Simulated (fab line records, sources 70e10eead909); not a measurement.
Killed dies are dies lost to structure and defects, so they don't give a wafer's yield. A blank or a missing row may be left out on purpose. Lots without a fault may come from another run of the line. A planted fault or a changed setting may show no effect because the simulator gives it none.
fab line records | flow nand_harc
record lots=13 wafers=39 last_day=33
route steps=1302 shown A_CHANNEL_FILL_D1@507 A_DECK1_JOINT@527 A_ONON_D2@550 END@1302
lots that met no fault: from a run of the same line without faults
start_h: hours from the record's first day to the start of the lot's first wafer shown | wait_h: hours since the lot's step before | " the same as in the row above | L1.1+2: a row that stands for several wafers | - no value, or no start given | * or withheld: withheld | < > ~ a bound
route shown NAME@n: a module of which the file shows steps, and the number in the route of the first | usual: mean/standard deviation of fault-free wafers | same: alike in all rows | chamber/n: place in a boat | sites: the reading at each site | _std_site: their standard deviation | _edge_site: outer sites' mean less inner sites' | radius_mm: how far each site lies from the wafer's centre | mask NAME#n: copy n | behind: the tool/chamber that last shaped the wafer | hold: why the lot was held/for how many hours/how that ended | device: the transistor (n, p or np) that didn't switch | end of line: the same wafers' tests at the end of the route | a step without rows: its recipe alone | killed: dies lost to structure and defects at the first sort, not the wafer's yield | map: a wafer's dies, x killed, . not, _ none there
set.NAME: the setting as run; set.NAME@STEP: as run at that earlier step | model.NAME: the simulator's own value behind a step, which no gauge read
steps of the route over a sample of lots; a table a step, a row a wafer
services: from which hour (start_h, from the record's first day; less than 0 if before it) a tool's chamber was out of use, for how many hours, and why
## steps
# step NHARC_A_CHANNEL_FILL_D1_ALD_25
# recipe target_thk_a=600 pulse_time_s=10 ald_cycles=600 temp_c=300 material=SiOx
# usual heater_power_w=477/59 precursor_pulse_height_rel=1.002/0.019
# columns lot.wafer tool chamber start_h wait_h heater_power_w precursor_pulse_height_rel
L782.2 ald_hk-02 0 220.19 0.1 568 0.998
L782.6 " 0 222.65 2.5 571 1.030
L782.5 " 1 " " 489 0.992
L783.1 ald_hk-02 2 235.40 0.7 381 0.963
L783.3 " 3 " " 466 1.028
L783.5 " 1 237.28 2.5 488 0.986
L785.2 ald_hk-02 1 249.22 0.1 460 1.000
L785.3 " 3 250.47 1.3 447 1.016
L785.6 " 1 251.72 2.5 475 0.985
L790.2 ald_hk-02 2 305.97 0.1 398 0.978
L790.3 " 0 307.21 1.3 570 0.992
L790.5 " 2 308.45 2.5 383 0.985
L793.2 ald_hk-03 0 332.56 0.1 428 0.990
L793.1 " 3 334.41 1.9 487 1.012
L793.6 " 0 " " 422 1.012
L799.4 ald_hk-03 2 390.35 0.0 530 0.974
L799.2 " 0 391.58 1.3 422 0.992
L799.5 " 3 393.42 3.1 494 0.982
L798.2 ald_hk-02 1 390.37 0.1 506 1.006
L798.3 " 3 391.60 1.3 446 1.024
L798.6 " 2 393.44 3.1 374 1.009
L800.2 ald_hk-03 3 405.64 0.1 490 0.989
L800.5 " 3 408.09 2.5 503 0.985
L800.6 " 0 " " 427 1.005
L801.4 ald_hk-02 1 410.42 0.0 522 1.015
L801.2 " 2 " " 383 0.998
L801.1 " 0 412.27 1.9 587 0.987
L802.4 ald_hk-02 1 424.48 0.0 505 1.001
L802.2 " 3 425.70 1.3 442 1.010
L802.5 " 1 426.93 2.5 521 0.973
L803.3 ald_hk-02 1 435.61 0.7 505 1.023
L803.2 " 2 " " 372 0.996
L803.6 " 0 437.45 2.6 571 1.003
L804.3 ald_hk-03 2 443.74 0.0 544 1.005
L804.2 " 3 " " 507 0.999
L804.5 " 2 446.16 2.5 534 0.982
L805.3 ald_hk-03 1 460.04 1.3 492 0.996
L805.6 " 3 461.25 2.5 495 0.995
L805.5 " 0 " " 425 1.012
# step NHARC_A_DECK1_JOINT_CMP_13
# recipe target_thk_nm=51.023
# usual motor_current_A=12.4/1.5 time_to_endpoint_s=9.4/2
# columns lot.wafer tool chamber start_h wait_h motor_current_A time_to_endpoint_s
L782.2 cmp-04 2 242.31 0.4 12.0 8.8
L782.5 " 1 " " 16.2 8.7
L782.6 " 2 " " 12.5 9.0
L783.3 cmp-01 0 260.29 0.4 11.6 7.3
L783.1 " 2 " " 11.0 9.7
L783.5 " 3 " " 10.9 7.6
L785.3 cmp-04 2 271.38 0.4 12.0 7.1
L785.2 " 0 " " 9.5 4.9
L785.6 " 3 " " 12.7 10.1
L790.2 cmp-01 2 328.04 0.4 11.5 12.2
L790.3 " 0 " " 12.5 13.6
L790.5 " 2 " " 11.0 12.5
L793.2 cmp-01 2 356.12 0.4 10.8 11.9
L793.1 " 3 " " 11.7 8.8
L793.6 " 2 " " 10.6 10.7
L799.2 cmp-03 2 412.18 0.4 13.1 11.7
L799.4 " 3 " " 12.5 8.3
L799.5 " 2 " " 13.8 10.1
L798.3 cmp-01 1 412.18 0.4 13.0 14.0
L798.2 " 2 " " 10.8 12.9
L798.6 " 1 " " 12.2 10.9
L800.2 cmp-01 0 427.68 0.4 12.2 10.9
L800.6 " 0 " " 12.0 13.2
L800.5 " 1 " " 12.6 10.9
L801.2 cmp-04 3 435.44 0.4 12.0 9.0
L801.4 " 0 " " 10.0 6.6
L801.1 " 2 " " 11.9 5.4
L802.4 cmp-03 3 447.09 0.4 13.9 11.4
L802.2 " 0 " " 12.8 7.9
L802.5 " 1 " " 11.0 8.1
L803.3 cmp-04 0 457.11 0.4 9.3 8.5
L803.2 " 3 " " 13.4 9.7
L803.6 " 1 " " 16.1 10.4
L804.2 cmp-01 2 465.55 0.4 10.9 12.9
L804.3 " 0 " " 11.6 9.5
L804.5 " 1 " " 12.7 10.6
L805.3 cmp-03 3 480.83 0.4 13.0 10.1
L805.5 " 2 " " 13.6 10.6
L805.6 " 3 " " 13.6 10.3
# step NHARC_A_DECK1_JOINT_DEP_16
# recipe target_thk_a=450 temp_c=400 pressure_torr=6.5 rf_w=900 teos_flow_sccm=161.4 flow_sccm=2650 target_thk_nm=45 gas=O2 material=SiO2
# usual heater_power_w=568/92 mfc_precursor_sccm=161.4/0.46 rf_fwd_power_W=896.7/2.9 throttle_valve_pct=15.9/0.71
# columns lot.wafer tool chamber start_h wait_h heater_power_w mfc_precursor_sccm rf_fwd_power_W throttle_valve_pct
L782.2 pecvd-03 2 262.89 0.1 606 160.3 900.1 14.7
L782.6 " 1 " " 573 163.0 895.7 16.4
L782.5 " 2 " " 613 160.5 900.0 14.6
L783.3 pecvd-03 2 283.85 0.1 562 161.3 896.3 14.8
L783.1 " 1 " " 593 161.2 897.4 16.5
L783.5 " 2 " " 586 161.9 891.6 14.3
L785.2 pecvd-02 0 297.03 0.1 406 160.9 895.6 15.6
L785.3 " 1 " " 726 161.7 899.4 15.2
L785.6 " 2 " " 462 161.6 892.9 16.4
L790.3 pecvd-04 1 350.51 0.1 656 161.1 1003.1 15.9
L790.2 " 0 " " 539 161.7 999.3 15.6
L790.5 " 1 " " 655 161.5 1010.5 15.7
L793.1 pecvd-04 0 378.88 0.2 510 161.4 1003.5 15.6
L793.2 " 2 " " 530 161.1 1005.5 17.1
L793.6 " 0 " " 524 161.5 1000.1 15.6
L798.3 pecvd-02 1 433.43 0.1 648 161.0 898.2 15.1
L798.2 " 0 " " 555 161.4 897.5 15.6
L798.6 " 2 " " 520 161.0 895.6 16.0
L799.2 pecvd-03 2 433.44 0.1 518 161.5 894.7 14.5
L799.4 " 2 " " 526 162.1 897.4 14.4
L799.5 " 0 " " 385 161.5 894.2 15.8
L800.2 pecvd-04 1 450.17 0.1 726 162.1 899.9 16.2
L800.6 " 1 " " 729 161.5 895.1 16.4
L800.5 " 2 " " 531 161.6 897.4 17.1
L801.1 pecvd-03 0 462.80 0.1 477 161.1 899.9 15.8
L801.2 " 1 " " 577 161.5 901.2 16.3
L801.4 " 2 " " 598 161.1 894.8 14.8
L802.2 pecvd-03 0 471.01 0.1 464 161.1 895.8 15.8
L802.5 " 0 " " 467 161.0 896.3 15.8
L802.4 " 1 " " 510 161.2 898.5 16.7
L803.2 pecvd-04 2 479.68 0.1 467 161.7 899.0 17.0
L803.3 " 1 " " 757 161.8 899.7 15.4
L803.6 " 1 " " 773 162.1 895.0 15.6
L804.2 pecvd-04 2 490.71 0.1 533 160.4 898.6 17.0
L804.3 " 1 " " 695 160.8 900.9 15.3
L804.5 " 0 " " 633 161.1 893.4 15.2
L805.3 pecvd-03 1 503.49 0.1 505 161.2 899.7 16.7
L805.6 " 0 " " 435 161.5 896.2 16.3
L805.5 " 1 " " 501 161.4 894.2 16.6
# step NHARC_A_ONON_D2_THK_MEAS_08
# recipe thk_meas_gauge=ellipsometry
# usual thk_nm=1001/8.9
# columns lot.wafer tool chamber start_h wait_h thk_nm
L782.2 film_metro-02 - 264.98 - 997
L782.5 " - " " 997
L782.6 " - " " 996
L783.1 film_metro-01 - 285.87 - 1011
L783.3 " - " " 1010
L783.5 " - " " 1012
L785.2 film_metro-02 - 299.03 - 993
L785.3 " - " " 994
L785.6 " - " " 992
L790.2 film_metro-01 - 352.54 - 993
L790.3 " - " " 994
L790.5 " - " " 995
L793.1 film_metro-01 - 380.92 - 997
L793.2 " - " " 997
L793.6 " - " " 997
L799.2 film_metro-01 - 435.43 - 984
L799.4 " - " " 984
L799.5 " - " " 985
L798.2 film_metro-02 - 435.47 - 1018
L798.3 " - " " 1017
L798.6 " - " " 1016
L800.2 film_metro-01 - 452.19 - 1002
L800.5 " - " " 1002
L800.6 " - " " 998
L801.1 film_metro-02 - 464.78 - 993
L801.2 " - " " 994
L801.4 " - " " 993
L802.2 film_metro-02 - 473.06 - 1003
L802.4 " - " " 1002
L802.5 " - " " 1004
L803.2 film_metro-02 - 481.71 - 998
L803.3 " - " " 997
L803.6 " - " " 997
L804.2 film_metro-01 - 492.74 - 998
L804.3 " - " " 999
L804.5 " - " " 997
L805.3 film_metro-02 - 505.47 - 991
L805.5 " - " " 987
L805.6 " - " " 988
# step NHARC_END_SORT_01
# recipe temp_c=25
# usual killed_at_array=53/19 killed_at_other=0.7/1.1 killed_at_periphery=4.2/2.7 killed_dies=58/18 killed_open=3.1/1.9 killed_short=2.5/1.6
# same gross_dies=677
# columns lot.wafer tool chamber start_h wait_h killed_at_array killed_at_other killed_at_periphery killed_dies killed_open killed_short
L782.2 prober-02 0 543.63 2.8 41 0 4 45 7 3
L782.5 prober-02 0 546.06 3.7 36 0 1 37 1 1
L782.6 prober-02 0 546.87 4.0 59 0 1 60 3 5
L783.1 prober-01 0 579.27 2.5 22 0 3 25 5 6
L783.3 prober-01 0 580.86 3.1 27 0 1 28 5 2
L783.5 prober-01 0 582.45 3.7 29 1 1 31 3 2
L785.2 prober-01 0 587.83 2.8 22 1 9 32 3 1
L785.3 prober-01 0 588.63 3.1 27 0 10 37 1 5
L785.6 prober-01 0 591.03 4.0 23 1 6 30 8 2
L790.2 prober-02 0 637.17 2.8 60 1 8 69 3 2
L790.3 prober-02 0 637.97 3.1 41 2 8 51 0 1
L790.5 prober-02 0 639.56 3.7 31 5 7 43 3 2
L793.1 prober-02 0 670.22 2.5 62 0 2 64 4 1
L793.2 prober-02 0 671.02 2.8 62 0 1 63 3 2
L793.6 prober-02 0 674.21 4.0 43 2 2 47 7 3
L798.2 prober-01 0 709.06 2.8 60 3 7 70 3 1
L798.3 prober-01 0 709.85 3.1 52 1 5 58 1 0
L798.6 prober-01 0 712.24 4.0 59 1 7 67 5 1
L799.2 prober-02 0 709.09 2.8 49 0 7 56 2 2
L799.4 prober-02 0 710.70 3.4 52 1 4 57 3 2
L799.5 prober-02 0 711.50 3.7 62 0 7 69 3 2
L801.1 prober-01 0 742.88 2.5 60 0 4 64 4 3
L801.2 prober-01 0 743.68 2.8 41 0 1 42 1 2
L801.4 prober-01 0 745.29 3.4 56 0 0 56 1 3
L800.2 prober-01 0 752.90 2.8 91 0 4 95 3 3
L800.5 prober-01 0 755.32 3.7 93 0 3 96 3 5
L800.6 prober-01 0 756.12 4.0 66 0 8 74 1 0
L803.2 prober-01 0 762.38 2.8 67 0 4 71 3 4
L803.3 prober-01 0 763.19 3.1 79 0 3 82 3 3
L803.6 prober-01 0 765.61 4.0 80 0 4 84 2 8
L802.2 prober-02 0 771.99 2.8 30 1 7 38 1 1
L802.4 prober-02 0 773.59 3.4 34 2 3 39 3 2
L802.5 prober-02 0 774.38 3.7 31 1 9 41 5 2
L804.2 prober-01 0 779.79 2.8 57 1 4 62 0 4
L804.3 prober-01 0 780.57 3.1 40 4 4 48 1 1
L804.5 prober-01 0 782.14 3.6 40 3 3 46 6 1
L805.3 prober-02 0 794.09 3.1 88 1 2 91 3 4
L805.5 prober-02 0 795.70 3.7 54 2 3 59 4 2
L805.6 prober-02 0 796.50 4.0 73 2 1 76 1 6
# killed by level:class
L782.2 A_CHANNEL_HOLE_D2:chamber_film_flake=16 A_CHANNEL_HOLE_D1:chamber_film_flake=11 A_CONTACT:chamber_film_flake=4 P_STI:geometric_particle:open=1 P_CONTACT:geometric_particle:open=1 A_SOURCE_PLATE:geometric_particle:short=1 A_ONON_D1:geometric_particle:open=1 A_DECK1_JOINT:geometric_particle:short=1
L782.5 A_CHANNEL_HOLE_D2:chamber_film_flake=14 A_CHANNEL_HOLE_D1:chamber_film_flake=13 A_CONTACT:chamber_film_flake=3 A_STAIRCASE:chamber_film_flake=2 A_DECK1_JOINT:geometric_particle:open=1 A_CHANNEL_HOLE_D2:geometric_particle:short=1 P_STI:chamber_film_flake=1 A_SLIT:chamber_film_flake=1
L782.6 A_CHANNEL_HOLE_D1:chamber_film_flake=24 A_CHANNEL_HOLE_D2:chamber_film_flake=22 A_STAIRCASE:chamber_film_flake=4 A_CONTACT:chamber_film_flake=2 P_M2:geometric_particle:short=1 A_CHANNEL_FILL_D1:geometric_particle:open=1 A_DECK1_JOINT:geometric_particle:open=1 A_ONON_D2:geometric_particle:short=1
L783.1 A_CHANNEL_HOLE_D2:chamber_film_flake=7 A_SGD_CUT:chamber_film_flake=4 A_SOURCE_PLATE:geometric_particle:open=2 A_CHANNEL_FILL_D2:geometric_particle:short=2 A_M0:geometric_particle:short=2 A_CHANNEL_HOLE_D1:chamber_film_flake=2 P_CONTACT:geometric_particle:short=1 P_M0:geometric_particle:open=1
L783.3 A_SGD_CUT:chamber_film_flake=5 A_CHANNEL_HOLE_D2:chamber_film_flake=4 A_STAIRCASE:chamber_film_flake=4 A_CONTACT:chamber_film_flake=3 A_CHANNEL_FILL_D1:geometric_particle:open=2 A_M0:geometric_particle:open=2 A_CHANNEL_HOLE_D1:chamber_film_flake=2 A_CHANNEL_FILL_D1:geometric_particle:short=1
L783.5 A_SGD_CUT:chamber_film_flake=6 A_CONTACT:chamber_film_flake=6 A_CHANNEL_HOLE_D2:chamber_film_flake=5 A_STAIRCASE:chamber_film_flake=4 A_ZERO_WELL:chamber_film_flake=2 A_CHANNEL_FILL_D1:geometric_particle:open=1 A_ONON_D2:geometric_particle:open=1 A_ONON_D2:geometric_particle:short=1
L785.2 P_GATE:chamber_film_flake=7 A_CHANNEL_HOLE_D2:chamber_film_flake=6 A_CONTACT:chamber_film_flake=5 A_CHANNEL_HOLE_D1:chamber_film_flake=3 A_STAIRCASE:chamber_film_flake=2 A_WL_FILL:chamber_film_flake=2 A_ONON_D1:geometric_particle:short=1 A_WL_FILL:geometric_particle:open=1
L785.3 A_CHANNEL_HOLE_D2:chamber_film_flake=10 P_GATE:chamber_film_flake=9 A_CHANNEL_HOLE_D1:chamber_film_flake=4 A_STAIRCASE:chamber_film_flake=3 A_CHANNEL_HOLE_D2:geometric_particle:short=2 A_ONON_D2:geometric_particle:open=1 A_CHANNEL_FILL_D2:geometric_particle:short=1 A_STAIRCASE:geometric_particle:short=1
L785.6 A_CHANNEL_HOLE_D2:chamber_film_flake=8 P_GATE:chamber_film_flake=4 A_CONTACT:chamber_film_flake=4 A_DECK1_JOINT:geometric_particle:open=2 A_CONTACT:geometric_particle:open=2 A_CHANNEL_HOLE_D1:chamber_film_flake=2 P_M0:geometric_particle:open=1 A_DECK1_JOINT:geometric_particle:short=1
L790.2 A_CHANNEL_HOLE_D1:chamber_film_flake=35 A_CHANNEL_HOLE_D2:chamber_film_flake=12 A_CONTACT:chamber_film_flake=6 P_GATE:chamber_film_flake=3 A_SLIT:chamber_film_flake=2 A_WL_FILL:chamber_film_flake=2 P_CONTACT:geometric_particle:open=1 P_M0:geometric_particle:short=1
L790.3 A_CHANNEL_HOLE_D1:chamber_film_flake=21 A_CHANNEL_HOLE_D2:chamber_film_flake=11 P_GATE:chamber_film_flake=4 A_DECK1_JOINT:chamber_film_flake=3 P_ZERO_WELL:chamber_film_flake=2 A_SLIT:chamber_film_flake=2 A_CONTACT:chamber_film_flake=2 THIN_TSV:chamber_film_flake=2
L790.5 A_CHANNEL_HOLE_D1:chamber_film_flake=16 A_CHANNEL_HOLE_D2:chamber_film_flake=9 P_GATE:chamber_film_flake=5 THIN_TSV:chamber_film_flake=5 A_CONTACT:chamber_film_flake=3 P_GATE:geometric_particle:short=1 P_CONTACT:geometric_particle:open=1 A_SOURCE_PLATE:geometric_particle:open=1
L793.1 A_SLIT:chamber_film_flake=26 A_CHANNEL_HOLE_D2:chamber_film_flake=22 A_CHANNEL_HOLE_D1:chamber_film_flake=5 A_M0:geometric_particle:open=2 A_STAIRCASE:chamber_film_flake=2 A_CONTACT:chamber_film_flake=2 P_CONTACT:geometric_particle:open=1 A_ONON_D1:geometric_particle:open=1
L793.2 A_SLIT:chamber_film_flake=37 A_CHANNEL_HOLE_D2:chamber_film_flake=15 A_ONON_D1:geometric_particle:short=1 A_ONON_D2:geometric_particle:short=1 A_ONON_D2:geometric_particle:open=1 A_SGD_CUT:geometric_particle:open=1 A_BLC:geometric_particle:open=1 P_M1:chamber_film_flake=1
L793.6 A_SLIT:chamber_film_flake=20 A_CHANNEL_HOLE_D2:chamber_film_flake=6 A_BONDPAD:chamber_film_flake=3 A_WL_FILL:geometric_particle:open=2 A_STAIRCASE:chamber_film_flake=2 P_CONTACT:geometric_particle:open=1 A_SOURCE_PLATE:geometric_particle:short=1 A_CHANNEL_HOLE_D1:geometric_particle:short=1
L798.2 A_SLIT:chamber_film_flake=36 A_CHANNEL_HOLE_D1:chamber_film_flake=9 A_CONTACT:chamber_film_flake=5 P_STI:chamber_film_flake=3 A_DECK1_JOINT:chamber_film_flake=3 P_M1:chamber_film_flake=2 A_STAIRCASE:chamber_film_flake=2 THIN_TSV:chamber_film_flake=2
L799.2 A_CHANNEL_HOLE_D1:chamber_film_flake=22 A_CHANNEL_HOLE_D2:chamber_film_flake=22 P_CONTACT:chamber_film_flake=3 A_ONON_D2:geometric_particle:open=2 P_M1:chamber_film_flake=2 P_CONTACT:geometric_particle:short=1 A_ONON_D1:geometric_particle:short=1 P_GATE:chamber_film_flake=1
L798.3 A_SLIT:chamber_film_flake=33 A_CHANNEL_HOLE_D1:chamber_film_flake=12 P_M1:chamber_film_flake=4 A_DECK1_JOINT:chamber_film_flake=3 A_CONTACT:chamber_film_flake=3 P_CONTACT:geometric_particle:open=1 A_CHANNEL_FILL_D2:chamber_film_flake=1 THIN_TSV:chamber_film_flake=1
L799.4 A_CHANNEL_HOLE_D1:chamber_film_flake=23 A_CHANNEL_HOLE_D2:chamber_film_flake=18 A_CONTACT:chamber_film_flake=3 P_GATE:chamber_film_flake=2 A_M0:chamber_film_flake=2 A_ONON_D1:geometric_particle:short=1 A_CHANNEL_FILL_D1:geometric_particle:open=1 A_WL_FILL:geometric_particle:open=1
L799.5 A_CHANNEL_HOLE_D1:chamber_film_flake=26 A_CHANNEL_HOLE_D2:chamber_film_flake=22 P_CONTACT:chamber_film_flake=3 A_SLIT:chamber_film_flake=3 A_CONTACT:chamber_film_flake=3 P_M0:geometric_particle:open=1 A_CHANNEL_HOLE_D1:geometric_particle:open=1 A_ONON_D2:geometric_particle:open=1
L798.6 A_SLIT:chamber_film_flake=38 A_CHANNEL_HOLE_D1:chamber_film_flake=7 A_CONTACT:chamber_film_flake=7 A_STAIRCASE:chamber_film_flake=2 P_STI:chamber_film_flake=2 P_M1:chamber_film_flake=2 P_GATE:geometric_particle:open=1 A_ONON_D1:geometric_particle:short=1
L801.1 A_CHANNEL_HOLE_D1:chamber_film_flake=34 A_CONTACT:chamber_film_flake=11 A_STAIRCASE:chamber_film_flake=6 A_SGD_CUT:chamber_film_flake=3 A_SLIT:chamber_film_flake=2 P_CONTACT:geometric_particle:short=1 P_M0:geometric_particle:short=1 P_M1:geometric_particle:open=1
L801.2 A_CHANNEL_HOLE_D1:chamber_film_flake=22 A_CONTACT:chamber_film_flake=7 A_SGD_CUT:chamber_film_flake=4 A_SLIT:chamber_film_flake=2 A_CHANNEL_FILL_D1:geometric_particle:open=1 A_CHANNEL_FILL_D1:geometric_particle:short=1 A_CHANNEL_FILL_D2:geometric_particle:short=1 P_M2:chamber_film_flake=1
L801.4 A_CHANNEL_HOLE_D1:chamber_film_flake=33 A_SLIT:chamber_film_flake=6 A_CONTACT:chamber_film_flake=5 A_SGD_CUT:chamber_film_flake=4 A_STAIRCASE:chamber_film_flake=3 A_CHANNEL_FILL_D2:geometric_particle:short=2 A_ONON_D1:geometric_particle:open=1 A_WL_FILL:geometric_particle:short=1
L800.2 A_SLIT:chamber_film_flake=34 A_CHANNEL_HOLE_D1:chamber_film_flake=23 A_CHANNEL_HOLE_D2:chamber_film_flake=22 A_CONTACT:chamber_film_flake=6 P_STI:chamber_film_flake=3 P_GATE:geometric_particle:open=1 A_ONON_D1:geometric_particle:open=1 A_CHANNEL_HOLE_D1:geometric_particle:short=1
L800.5 A_SLIT:chamber_film_flake=33 A_CHANNEL_HOLE_D1:chamber_film_flake=23 A_CHANNEL_HOLE_D2:chamber_film_flake=22 A_CONTACT:chamber_film_flake=3 A_ONON_D1:geometric_particle:short=2 A_WL_FILL:geometric_particle:short=2 P_STI:chamber_film_flake=2 A_DECK1_JOINT:chamber_film_flake=2
L800.6 A_CHANNEL_HOLE_D1:chamber_film_flake=32 A_SLIT:chamber_film_flake=15 A_CHANNEL_HOLE_D2:chamber_film_flake=10 A_CONTACT:chamber_film_flake=7 P_STI:chamber_film_flake=6 P_ZERO_WELL:chamber_film_flake=2 A_WL_FILL:geometric_particle:open=1 A_STAIRCASE:chamber_film_flake=1
L803.2 A_CHANNEL_HOLE_D2:chamber_film_flake=20 A_SLIT:chamber_film_flake=20 A_CHANNEL_HOLE_D1:chamber_film_flake=12 A_STAIRCASE:chamber_film_flake=5 A_CONTACT:chamber_film_flake=3 P_GATE:chamber_film_flake=2 P_M1:geometric_particle:open=1 A_SOURCE_PLATE:geometric_particle:short=1
L803.3 A_CHANNEL_HOLE_D2:chamber_film_flake=31 A_SLIT:chamber_film_flake=22 A_CHANNEL_HOLE_D1:chamber_film_flake=14 P_ZERO_WELL:chamber_film_flake=2 A_CHANNEL_FILL_D2:chamber_film_flake=2 A_STAIRCASE:chamber_film_flake=2 A_CONTACT:chamber_film_flake=2 P_M0:geometric_particle:short=1
L803.6 A_SLIT:chamber_film_flake=41 A_CHANNEL_HOLE_D2:chamber_film_flake=14 A_CHANNEL_HOLE_D1:chamber_film_flake=8 A_CONTACT:chamber_film_flake=4 A_ONON_D1:geometric_particle:short=3 A_STAIRCASE:chamber_film_flake=3 A_CHANNEL_FILL_D2:geometric_particle:short=2 P_M0:chamber_film_flake=2
L802.2 A_CHANNEL_HOLE_D1:chamber_film_flake=15 P_BONDPAD:chamber_film_flake=5 A_CONTACT:chamber_film_flake=5 A_SLIT:chamber_film_flake=4 A_CHANNEL_FILL_D2:chamber_film_flake=2 P_M2:geometric_particle:short=1 A_STAIRCASE:geometric_particle:open=1 P_STI:chamber_film_flake=1
L802.4 A_CHANNEL_HOLE_D1:chamber_film_flake=15 A_SLIT:chamber_film_flake=5 A_CONTACT:chamber_film_flake=5 A_CHANNEL_FILL_D2:chamber_film_flake=2 A_STAIRCASE:chamber_film_flake=2 P_STI:geometric_particle:open=1 A_DECK1_JOINT:geometric_particle:short=1 A_DECK1_JOINT:geometric_particle:open=1
L802.5 A_CHANNEL_HOLE_D1:chamber_film_flake=10 P_BONDPAD:chamber_film_flake=6 A_CONTACT:chamber_film_flake=5 A_CHANNEL_FILL_D2:chamber_film_flake=4 A_SLIT:chamber_film_flake=3 A_SOURCE_PLATE:geometric_particle:open=1 A_CHANNEL_FILL_D2:geometric_particle:short=1 A_SGD_CUT:geometric_particle:short=1
L804.2 A_CHANNEL_HOLE_D2:chamber_film_flake=31 A_SLIT:chamber_film_flake=13 A_CONTACT:chamber_film_flake=4 A_STAIRCASE:chamber_film_flake=3 P_ZERO_WELL:chamber_film_flake=2 P_GATE:chamber_film_flake=2 A_DECK1_JOINT:geometric_particle:short=1 A_SGD_CUT:geometric_particle:short=1
L804.3 A_CHANNEL_HOLE_D2:chamber_film_flake=26 A_STAIRCASE:chamber_film_flake=5 A_SLIT:chamber_film_flake=5 A_CONTACT:chamber_film_flake=3 THIN_TSV:chamber_film_flake=3 P_ZERO_WELL:chamber_film_flake=2 A_DECK1_JOINT:geometric_particle:short=1 THIN_TSV:geometric_particle:open=1
L804.5 A_CHANNEL_HOLE_D2:chamber_film_flake=23 A_SLIT:chamber_film_flake=4 P_GATE:chamber_film_flake=3 THIN_TSV:chamber_film_flake=3 A_M0:geometric_particle:open=2 A_CONTACT:chamber_film_flake=2 A_CHANNEL_HOLE_D1:geometric_particle:open=1 A_DECK1_JOINT:geometric_particle:open=1
L805.3 A_SLIT:chamber_film_flake=32 A_CHANNEL_HOLE_D2:chamber_film_flake=30 A_CONTACT:chamber_film_flake=15 A_CHANNEL_HOLE_D1:chamber_film_flake=4 A_WL_FILL:chamber_film_flake=2 P_GATE:geometric_particle:short=1 P_M1:geometric_particle:open=1 A_ONON_D1:geometric_particle:open=1
L805.5 A_SLIT:chamber_film_flake=19 A_CHANNEL_HOLE_D2:chamber_film_flake=16 A_CONTACT:chamber_film_flake=10 A_CHANNEL_FILL_D1:geometric_particle:open=2 A_CHANNEL_FILL_D1:chamber_film_flake=2 THIN_TSV:chamber_film_flake=2 P_M1:geometric_particle:short=1 A_CHANNEL_FILL_D1:geometric_particle:short=1
L805.6 A_SLIT:chamber_film_flake=29 A_CHANNEL_HOLE_D2:chamber_film_flake=25 A_CONTACT:chamber_film_flake=10 A_CHANNEL_FILL_D1:geometric_particle:short=2 THIN_TSV:chamber_film_flake=2 P_M1:geometric_particle:open=1 A_CHANNEL_HOLE_D1:geometric_particle:short=1 A_ONON_D2:geometric_particle:short=1
## services
# columns tool chamber start_h hours kind
cmp-03 - 197.19 4.0 pm
cmp-04 - 209.00 4.0 pm
ald_hk-03 - 215.54 10.0 pm
cmp-01 - 231.14 6.7 repair
cmp-04 - 255.31 3.2 repair
pecvd-03 0 256.18 10.2 repair
pecvd-04 - 269.41 13.0 pm
cmp-01 - 283.61 4.0 pm
cmp-03 - 291.87 6.8 repair
cmp-04 - 307.00 4.0 pm
pecvd-04 2 331.74 12.7 repair
ald_hk-02 - 349.62 10.0 pm
cmp-04 - 361.72 1.0 repair
pecvd-03 - 366.30 13.0 pm
cmp-01 - 381.61 4.0 pm
cmp-04 - 387.65 0.3 repair
cmp-03 - 387.95 1.4 repair
cmp-03 - 396.69 4.0 pm
cmp-04 - 405.00 4.0 pm
cmp-04 - 411.69 0.9 repair
pecvd-04 - 450.41 13.0 pm
cmp-01 - 479.61 4.0 pm
cmp-04 - 487.37 0.8 repair
cmp-04 - 503.00 4.0 pm
## key
first_sign step=NHARC_A_DECK1_JOINT_DEP_16 reading=rf_fwd_power_W direction=up sigmas=37 usual=* struck=*
effect none on later readings
met_at NHARC_A_DECK1_JOINT_DEP_16
struck_lots L790,L793
tester_left_out L790,L793
not_acting_at NHARC_A_CHANNEL_FILL_D1_ALD_25,NHARC_A_DECK1_JOINT_CMP_13,NHARC_A_ONON_D2_THK_MEAS_08
fault kind=process_parameter_drift tool=pecvd-04 chamber=- onset_h=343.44 steps=NHARC_A_DECK1_JOINT_DEP_16 channel=rf_w offset=* shape=step end_h=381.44 acts_in=* stated=*
# tester_left_out: of these lots the tester's yield and bins aren't shown, on N5 and GAA mostly nor the transistor test; their killed dies are dies lost to structure and defects alone, not to doping, threshold or leakage, so they don't give the yield
